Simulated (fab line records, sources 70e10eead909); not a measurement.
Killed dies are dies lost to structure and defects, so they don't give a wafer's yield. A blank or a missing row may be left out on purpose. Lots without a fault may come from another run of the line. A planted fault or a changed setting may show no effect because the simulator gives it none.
fab line records | flow nand_harc
record lots=6 wafers=18 last_day=34
route steps=1302 shown A_SLIT@926 END@1302
lots that met no fault: from a run of the same line without faults
start_h: hours from the record's first day to the start of the lot's first wafer shown | wait_h: hours since the lot's step before | " the same as in the row above | L1.1+2: a row that stands for several wafers | - no value, or no start given | * or withheld: withheld | < > ~ a bound
route shown NAME@n: a module of which the file shows steps, and the number in the route of the first | usual: mean/standard deviation of fault-free wafers | same: alike in all rows | chamber/n: place in a boat | sites: the reading at each site | _std_site: their standard deviation | _edge_site: outer sites' mean less inner sites' | radius_mm: how far each site lies from the wafer's centre | mask NAME#n: copy n | behind: the tool/chamber that last shaped the wafer | hold: why the lot was held/for how many hours/how that ended | device: the transistor (n, p or np) that didn't switch | end of line: the same wafers' tests at the end of the route | a step without rows: its recipe alone | killed: dies lost to structure and defects at the first sort, not the wafer's yield | map: a wafer's dies, x killed, . not, _ none there
set.NAME: the setting as run; set.NAME@STEP: as run at that earlier step | model.NAME: the simulator's own value behind a step, which no gauge read
lots at some steps of the route; a table a step, a row a wafer
services: from which hour (start_h, from the record's first day; less than 0 if before it) a tool's chamber was out of use, for how many hours, and why
## steps
# step NHARC_A_SLIT_HMDS_02
# recipe time_s=30
# step NHARC_A_SLIT_COAT_03
# recipe spin_rpm=1500 resist_thk_nm=90
# step NHARC_A_SLIT_SOFTBAKE_04
# recipe temp_c=105 time_s=55
# step NHARC_A_SLIT_EBR_05
# step NHARC_A_SLIT_EXPOSE_06
# recipe na=1.35 dose_mj=60.82 mask_id=SLIT
# step NHARC_A_SLIT_PEB_07
# recipe peb_temp_c=100 peb_time_s=65
# step NHARC_A_SLIT_DEVELOP_08
# recipe develop_time_s=35 dev_temp_c=23
# step NHARC_A_SLIT_CD_MEAS_09
# recipe target_cd_nm=300 landing_energy_ev=500
# usual cd_nm=300.2/0.61
# columns lot.wafer tool chamber start_h wait_h cd_nm
L465.1 cd_sem-01 0 530.75 - 301.0
L465.2 " 0 " " 300.2
L465.4 " 0 " " 299.4
L469.2 cd_sem-02 0 568.38 - 299.7
L469.3 " 0 " " 299.7
L469.6 " 0 " " 299.9
L470.2 cd_sem-01 0 576.63 - 300.2
L470.5 " 0 " " 298.8
L470.6 " 0 " " 300.1
L472.2 cd_sem-01 0 586.90 - 301.1
L472.3 " 0 " " 301.0
L472.4 " 0 " " 300.7
L480.2 cd_sem-01 0 658.58 - 300.9
L480.5 " 0 " " 300.6
L480.6 " 0 " " 300.5
L481.2 cd_sem-03 0 704.31 - 299.3
L481.3 " 0 " " 300.4
L481.6 " 0 " " 300.0
# step NHARC_A_SLIT_OVL_MEAS_10
# usual overlay_x_nm=0.0/0.95 overlay_y_nm=0.2/0.77
# columns lot.wafer tool chamber start_h wait_h overlay_x_nm overlay_y_nm
L465.1 overlay-01 - 530.83 - -1.4 -0.1
L465.2 " - " " -2.2 -0.2
L465.4 " - " " -2.0 -0.3
L469.2 overlay-01 - 568.47 - -0.8 -0.9
L469.3 " - " " -1.2 -0.9
L469.6 " - " " -1.3 -1.1
L470.2 overlay-02 - 576.72 - -1.0 2.3
L470.5 " - " " -0.4 2.2
L470.6 " - " " -0.7 2.2
L472.2 overlay-02 - 586.99 - 1.5 0.3
L472.3 " - " " 2.3 0.0
L472.4 " - " " 1.4 0.4
L480.2 overlay-01 - 658.67 - -0.7 -0.7
L480.5 " - " " -0.6 -0.3
L480.6 " - " " -0.8 -0.3
L481.2 overlay-01 - 704.39 - 0.3 -0.2
L481.3 " - " " 0.5 0.0
L481.6 " - " " 0.6 0.2
# step NHARC_A_SLIT_INSPECT_11
# usual raw_defect_count=52/24
# columns lot.wafer tool chamber start_h wait_h raw_defect_count
L465.1 defect_inspect-02 - 530.87 0.0 60
L465.2 " - " " 69
L465.4 " - " " 77
L469.2 defect_inspect-02 - 568.50 0.0 90
L469.3 " - " " 78
L469.6 " - " " 98
L470.2 defect_inspect-01 - 576.75 0.0 25
L470.5 " - " " 25
L470.6 " - " " 16
L472.2 defect_inspect-01 - 587.03 0.0 92
L472.3 " - " " 96
L472.4 " - " " 88
L480.2 defect_inspect-01 - 658.71 0.0 34
L480.5 " - " " 36
L480.6 " - " " 27
L481.2 defect_inspect-02 - 704.43 0.0 12
L481.3 " - " " 6
L481.6 " - " " 11
# step NHARC_A_SLIT_DESCUM_14
# recipe time_s=3 o2_flow_sccm=200 ar_flow_sccm=0 bias_power_w=0 chemistry=O2
# usual drypump_motor_current_A=5.6/0.58 oes_product_au=1.004/0.012 rf_vpp_V=57.6/0.81 showerhead_plenum_p_Torr=1.90/0.063 throttle_valve_pct=11.311/0.0096
# columns lot.wafer tool chamber start_h wait_h drypump_motor_current_A oes_product_au rf_hours_counter_h rf_vpp_V showerhead_plenum_p_Torr throttle_valve_pct
L465.1 rie_diel-05 2 530.93 0.1 6.0 0.999 7.3 57.8 1.99 11.304
L465.4 " 3 " " 6.6 1.011 7.6 56.4 1.84 11.308
L465.2 " 0 " " 6.3 1.007 8.2 56.8 1.87 11.293
L469.2 rie_diel-10 1 568.58 0.1 4.9 0.972 6.9 57.2 1.89 11.316
L469.3 " 2 " " 5.1 1.014 7.9 57.3 1.98 11.313
L469.6 " 0 " " 5.3 1.008 - 56.7 1.78 11.313
L470.2 rie_diel-05 0 576.82 0.1 6.3 1.017 10.8 56.5 1.87 11.310
L470.5 " 3 " " 6.7 1.009 - 56.3 1.84 11.313
L470.6 " 0 " " 6.3 1.009 - 56.1 1.87 11.314
L472.2 rie_diel-10 0 587.09 0.1 5.3 0.994 8.4 58.3 1.78 11.299
L472.4 " 1 " " 4.9 0.976 9.0 56.8 1.89 11.301
L472.3 " 2 " " 5.1 1.026 9.4 57.3 1.98 11.307
L480.2 rie_diel-10 2 658.78 0.1 5.0 0.988 2.3 59.4 1.98 11.321
L480.6 " 0 " " 5.3 1.021 - 57.4 1.78 11.305
L480.5 " 1 " " 4.9 0.995 - 56.8 1.89 11.305
L481.3 rie_diel-10 2 704.50 0.1 5.0 0.998 5.7 58.1 1.98 11.314
L481.2 " 3 " " 5.2 1.009 6.6 57.5 1.93 11.298
L481.6 " 1 " " 4.9 1.011 - 57.2 1.89 11.312
# step NHARC_A_SLIT_ETCH_24
# recipe target_depth_a=1210 time_s=60.5 cf4_flow_sccm=100 chf3_flow_sccm=30 ar_flow_sccm=0 rf_w=500 bias_w=200 chemistry=CF4/CHF3
# usual chf3_flow_sccm=29.99/0.089 drypump_motor_current_A=5.5/0.56 oes_product_au=0.961/0.02 rf_vpp_V=370.4/1.8 showerhead_plenum_p_Torr=1.57/0.049 throttle_valve_pct=16.802/0.0098
# columns lot.wafer tool chamber start_h wait_h chf3_flow_sccm drypump_motor_current_A oes_product_au rf_hours_counter_h rf_vpp_V showerhead_plenum_p_Torr throttle_valve_pct
L465.4 rie_diel-05 1 531.02 0.1 30.04 5.7 0.982 8.8 370.5 1.59 16.786
L465.2 " 2 " " 30.04 6.0 0.970 7.3 372.9 1.64 16.804
L465.1 " 3 " " 30.07 6.7 0.984 7.6 369.6 1.52 16.787
L469.2 rie_diel-10 2 568.65 0.1 29.98 5.0 0.986 7.9 372.8 1.62 16.818
L469.3 " 3 " " 30.03 5.2 0.960 7.3 370.7 1.59 16.811
L469.6 " 2 " " 30.07 5.0 0.988 - 373.2 1.62 16.808
L470.2 rie_diel-05 2 576.91 0.1 30.03 6.0 0.978 9.7 371.8 1.64 16.807
L470.6 " 1 " " 29.87 5.7 0.984 - 371.0 1.59 16.803
L470.5 " 2 " " 29.85 6.0 0.982 - 372.5 1.64 16.793
L472.3 rie_diel-10 2 587.17 0.1 29.94 5.1 0.996 9.4 371.5 1.62 16.809
L472.2 " 0 " " 29.87 5.3 0.965 8.4 367.4 1.47 16.805
L472.4 " 1 " " 30.04 4.9 0.933 9.0 370.2 1.56 16.800
L480.2 rie_diel-10 0 658.85 0.1 30.00 5.3 0.974 2.7 366.6 1.47 16.827
L480.5 " 0 " " 30.06 5.3 0.971 - 367.7 1.47 16.791
L480.6 " 1 " " 30.03 4.9 0.961 - 370.4 1.56 16.805
L481.2 rie_diel-10 3 704.58 0.1 29.88 5.2 0.944 6.6 371.7 1.59 16.796
L481.3 " 0 " " 29.97 5.3 0.946 5.8 367.9 1.47 16.804
L481.6 " 2 " " 29.94 5.1 0.925 - 372.4 1.62 16.795
# step NHARC_A_SLIT_ETCH_15
# recipe target_depth_a=62000 over_etch_frac=0.3 time_s=1612 ion_energy_ev=150 o2_flow_sccm=400 cos_flow_sccm=20 ar_flow_sccm=0 rf_w=500 bias_w=300 chemistry=O2/COS
# usual drypump_motor_current_A=5.6/0.57 oes_product_au=1.003/0.012 rf_vpp_V=313.8/1.7 showerhead_plenum_p_Torr=3.10/0.095 throttle_valve_pct=28.329/0.0086
# columns lot.wafer tool chamber start_h wait_h drypump_motor_current_A oes_product_au rf_hours_counter_h rf_vpp_V showerhead_plenum_p_Torr throttle_valve_pct
L465.1 rie_diel-05 3 531.11 - 6.7 1.006 7.8 311.7 3.01 28.337
L465.4 " 1 " " 5.7 1.001 9.1 314.3 3.16 28.320
L465.2 " 2 " " 6.0 1.011 7.6 314.6 3.25 28.337
L469.3 rie_diel-10 0 568.74 - 5.3 0.852 6.0 309.6 2.92 28.320
L469.2 " 2 " " 5.1 1.011 8.2 315.9 3.22 28.339
L469.6 " 0 " " 5.3 0.841 - 312.2 2.92 28.332
L470.2 rie_diel-05 3 576.99 - 6.6 0.997 10.6 312.3 3.01 28.335
L470.6 " 3 " " 6.7 0.993 - 311.2 3.01 28.332
L470.5 " 0 " " 6.3 1.004 - 312.0 3.05 28.348
L472.4 rie_diel-10 0 587.37 - 5.3 0.852 8.6 310.2 2.92 28.330
L472.2 " 1 " " 4.9 0.974 9.3 314.5 3.09 28.334
L472.3 " 2 " " 5.1 1.032 9.7 316.2 3.22 28.329
L480.2 rie_diel-10 3 658.94 - 5.2 1.023 3.2 314.3 3.15 28.338
L480.6 " 3 " " 5.3 1.012 - 314.0 3.15 28.337
L480.5 " 0 " " 5.3 1.006 - 310.1 2.92 28.325
L481.3 rie_diel-10 1 704.78 - 4.9 1.011 5.1 312.8 3.09 28.317
L481.2 " 3 " " 5.2 1.010 6.9 315.4 3.15 28.321
L481.6 " 0 " " 5.3 1.038 - 311.2 2.92 28.331
# step NHARC_A_SLIT_ETCH_17
# recipe bias_v=900 source_w=withheld pressure_mtorr=20 ar_flow_sccm=375 c4f8_flow_sccm=83.3 o2_flow_sccm=41.7 time_s=4254.5 target_depth_a=2.03e+05 chemistry=C4F8/O2/Ar
# usual drypump_motor_current_A=5.2/0.52 showerhead_plenum_p_Torr=3.62/0.037 throttle_valve_pct=32.045/0.0089
# columns lot.wafer tool chamber start_h wait_h drypump_motor_current_A rf_hours_counter_h showerhead_plenum_p_Torr throttle_valve_pct
L465.1 har_etch-02 0 532.20 - 4.7 77 3.58 32.039
L465.2 " 1 " " 5.1 77 3.68 32.050
L465.4 " 1 534.02 - 5.0 - 3.68 32.042
L469.2 har_etch-01 1 570.76 - 4.7 317 3.61 32.041
L469.3 " 1 571.99 - 4.7 - 3.61 32.049
L469.6 " 1 573.21 - 4.7 - 3.61 32.051
L470.2 har_etch-01 0 579.28 - 5.9 325 3.61 32.038
L470.5 " 0 581.68 - 5.9 - 3.61 32.045
L470.6 " 1 " " 4.7 - 3.61 32.045
L472.2 har_etch-02 1 590.76 - 5.1 116 3.66 32.042
L472.4 " 0 " " 4.7 - 3.56 32.062
L472.3 " 1 " " 5.1 - 3.66 32.056
L480.2 har_etch-01 1 662.78 - 4.8 371 3.59 32.044
L480.6 " 0 664.58 - 5.9 - 3.59 32.055
L480.5 " 1 " " 4.7 - 3.59 32.049
L481.2 har_etch-01 0 706.64 - 6.0 393 3.57 32.053
L481.3 " 0 707.85 - 6.0 - 3.57 32.036
L481.6 " 1 709.65 - 4.8 - 3.57 32.032
# step NHARC_END_SORT_01
# recipe temp_c=25
# usual killed_at_array=56/17 killed_at_other=1.2/1.4 killed_at_periphery=4/3.2 killed_dies=61/16 killed_open=3.6/2.1 killed_short=2.7/1.8
# same gross_dies=677
# columns lot.wafer tool chamber start_h wait_h killed_at_array killed_at_other killed_at_periphery killed_dies killed_open killed_short
L469.3 prober-01 0 685.73 3.1 601 0 4 605 3 1
L469.6 prober-01 0 688.13 4.0 591 0 2 593 2 3
L472.4 prober-01 0 708.92 3.4 579 0 3 582 0 0
# killed by level:class
L469.3 A_SLIT:area_etch=535 A_CHANNEL_HOLE_D1:chamber_film_flake=23 A_SLIT:chamber_film_flake=20 A_CHANNEL_HOLE_D2:chamber_film_flake=11 A_ZERO_WELL:chamber_film_flake=3 P_ZERO_WELL:chamber_film_flake=2 A_STAIRCASE:chamber_film_flake=2 A_CONTACT:chamber_film_flake=2
L469.6 A_SLIT:area_etch=516 A_SLIT:chamber_film_flake=27 A_CHANNEL_HOLE_D1:chamber_film_flake=18 A_CHANNEL_HOLE_D2:chamber_film_flake=17 A_CONTACT:chamber_film_flake=3 A_ONON_D2:geometric_particle:short=2 A_DECK1_JOINT:chamber_film_flake=2 A_STAIRCASE:chamber_film_flake=2
L472.4 A_SLIT:area_etch=515 A_CHANNEL_HOLE_D1:chamber_film_flake=29 A_CHANNEL_HOLE_D2:chamber_film_flake=26 A_CONTACT:chamber_film_flake=5 A_DECK1_JOINT:chamber_film_flake=2 A_SLIT:chamber_film_flake=2 P_ZERO_WELL:chamber_film_flake=1 P_GATE:chamber_film_flake=1
# map L469.3 (x killed, . not)
____________x____________
_________xxxxxxx_________
_______xxxx.xxxxxx_______
______xxxxxxxxxxxxx______
_____xxxxxxxxxxxxxxx_____
____xxxxxxxxxxxxxxxxx____
____.xxxxxxxxxxxxxxxx____
___xxxxxxxxxxxxxxxxxxx___
___xxxxxxxxx.xxxxxxxxx___
__xxxxxxx.xxxx.xxxxxxxx__
__xxxxxxxxx.xxxxxxxxxxx__
_xx.xxxxxx...xxxxxxxxxxx_
_xxxxxxxxxxxxxxx.xxxxxxx_
_xxxxxxxxx.xx.xxxx.xxxxx_
_.xxxxxx.xx.xx.xxxxxxxxx_
_xx.xxxxxxxxxxxxxxxxxxxx_
xxxxxx.xxxxxxxxxx.xxx.xxx
xxxxxxxxxxxxxx.xx.xxxxxxx
xxxxx.xxxxxx.x.x.xx.xxxxx
xxx.xxxxxxx....x.xxxxxxxx
x.xxxxx.x.x.x.xxxxxxx.xxx
_xxx.x..xxxx.xxxxxxxxxxx_
_xxxxxx.x.xxxxx.xxxxxxxx_
_xxxx.xxxx.xxxxx..xxxxxx_
_xxxxxxxxx.xxxxxxx..xxxx_
_xxxxxxxx.xxxxxxxxxxxxxx_
__.x.x.xxxxx.xxxxxxxxxx__
__xxxx.xxxxxx.xxxxxxxxx__
___xxxxxx.xxxxxxxxx.xx___
___xxxxx.xxxxxxxxxx.xx___
____xxxxxxxxxxxxxxxxx____
____xxxxxxxxxxxxxxxxx____
_____xxxxx..x.x.xxxx_____
______xxxx.xxxxxxxx______
_______xxxxx.xxxxx_______
_________xxxxxxx_________
____________x____________
# map L472.4 (x killed, . not)
____________x____________
_________xxxxxxx_________
_______xx.xxxxxxxx_______
______xxxxxx.xxxxxx______
_____xxxxxxxxxxxxxxx_____
____xxxxxxxxxxxxxxxxx____
____xxxxxxxxxxxxxxxxx____
___xxxxxxxxxxxxx.xxxxx___
___xxxxxxxxxxxxxxxxxxx___
__xxxx.xxxxxxxxxxxxxxxx__
__xxxxxxxxx.xxxxxxxxxxx__
_xxx.xxxxxx.xx.xxxxxxxxx_
_xxxxxxxx..x..xx..xxxxxx_
_xxxxxx.xx.x.xxxxx.xxxxx_
_xxxxxx.x..xxxxxxxxxxxxx_
_xxx.xx.xx.xxxxxxx.xxxxx_
xxxxxx.xxxxxxxxxxxxxxxxxx
xxxxxxx.xxx.xxxx.xxxxxxxx
xxxxxxxxxx..xxxxxx.xxxxxx
xxxxxx...x...x..x..xxxxxx
xxxxxx.xxx.xx.x.xxxxxxxxx
_xxxxx..xx.xx.x.x.xxxxxx_
_xxx..xx...xx.xxx.xxxxxx_
_xxxxxxx.x..x...x.xxxxxx_
_xxxxxxx.x..x....xxxxxxx_
_xxxxxx.xxx.x...xxxxxxxx_
__xxx.xxxxxxx.xx.xxxxxx__
__xxxxxxx..xxxxx.xxxxxx__
___xxxxxx.x.xxxxxxxxxx___
___x.xxxx.xxx.xxxxxxxx___
____xxx.xxxxxx.xx.xxx____
____xxxxxxxx.xxxxxxxx____
_____xxxxxx.xxxxxxxx_____
______xxxxxxxxx.xxx______
_______xxxxxxxxxxx_______
_________xxxxxxx_________
____________x____________
## services
# columns tool chamber start_h hours kind
rie_diel-10 0 526.50 - clean
rie_diel-10 1 526.50 - clean
rie_diel-10 2 526.50 - clean
rie_diel-10 3 526.50 - clean
rie_diel-10 - 526.87 2.3 repair
rie_diel-10 2 542.24 5.4 repair
rie_diel-10 0 551.00 - clean
rie_diel-10 1 551.00 - clean
rie_diel-10 2 551.00 - clean
rie_diel-10 3 551.00 - clean
rie_diel-10 0 575.50 - clean
rie_diel-10 1 575.50 - clean
rie_diel-10 2 575.50 - clean
rie_diel-10 3 575.50 - clean
rie_diel-05 0 580.32 37.0 repair
rie_diel-05 - 584.10 9.0 pm
rie_diel-10 - 596.50 9.0 pm
rie_diel-10 0 596.50 9.0 vent_cycle
rie_diel-10 1 596.50 9.0 vent_cycle
rie_diel-10 - 610.30 0.6 repair
har_etch-02 - 616.96 5.6 repair
rie_diel-05 1 624.08 2.5 repair
har_etch-02 - 670.58 0.2 repair
rie_diel-10 - 671.28 1.0 repair
## key
first_sign step=NHARC_A_SLIT_ETCH_15 reading=oes_product_au direction=down sigmas=13 usual=1.003 struck=0.848
effect step=NHARC_END_SORT_01 reading=killed_at_array direction=up sigmas=32 usual=56 struck=590
more_kills_born_at NHARC_A_SLIT_ETCH_15@rie_diel-10=1566
met_at NHARC_A_SLIT_ETCH_15
struck_wafers L469.3,L469.6,L472.4
later_rows_left_out L469.3,L469.6,L472.4
tester_left_out L469,L472
fault kind=process_parameter_drift tool=rie_diel-10 chamber=0 onset_h=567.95 steps=NHARC_A_SLIT_ETCH_15 channel=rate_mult offset=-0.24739 shape=step end_h=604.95
# tester_left_out: of these lots the tester's yield and bins aren't shown, on N5 and GAA mostly nor the transistor test; their killed dies are dies lost to structure and defects alone, not to doping, threshold or leakage, so they don't give the yield
# later_rows_left_out: the simulator's readings of these wafers behind a module that went badly wrong aren't trusted and aren't shown, but for the sort
